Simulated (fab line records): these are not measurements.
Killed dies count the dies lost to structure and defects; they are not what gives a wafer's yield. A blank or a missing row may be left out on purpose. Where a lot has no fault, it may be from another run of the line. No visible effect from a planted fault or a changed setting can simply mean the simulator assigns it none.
Matching of chambers	flow n5 finfet	N5_ZERO_LAYER_ETCH_17 on rie diel-05 has 4 sister chambers
The step etches SiO2 in CF4, target depth 12 nm, time 13.3 s. 4 wafers are shown with their chamber, then 7 later ones without.

## EACH WAFER AND ITS CHAMBER
wafer	chamber	showerhead plenum p Torr (Torr)
L079.3	2	2.28
L079.5	1	2.13
L088.3	3	2.07
L088.4	0	2.12

## WAFERS WITHOUT THEIR CHAMBER
wafer	showerhead plenum p Torr (Torr)
L088.6	2.13
L095.1	2.12
L095.2	2.12
L095.3	2.06
L095.4	2.27
L095.5	2.12
L095.6	2.12

## WHICH CHAMBER EACH WENT THROUGH
wafer	from the rows above	in truth
L088.6	can't be placed: 1 or 0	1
L095.1	can't be placed: 0 or 1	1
L095.2	can't be placed: 0 or 1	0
L095.3	3	3
L095.4	2	2
L095.5	can't be placed: 0 or 1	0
L095.6	can't be placed: 0 or 1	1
2 of 7 placed correctly. Not placeable from these rows: 5 (in 5, the candidates include the true chamber). Wrongly placed: 0.
How it was worked out, from the rows above alone: a wafer's distance from a chamber is the root of the sum, over the readings, of the square of ((its reading less the chamber's mean) divided by the reading's scatter). The wafer belongs to the nearest chamber; if the next one is less than 2 further off, it can't be placed. For every chamber, the mean is computed from those of its wafers that are shown. The scatter: with one shown wafer a chamber, the root of the mean of the squares of how far each hidden wafer lies from its nearest shown one.
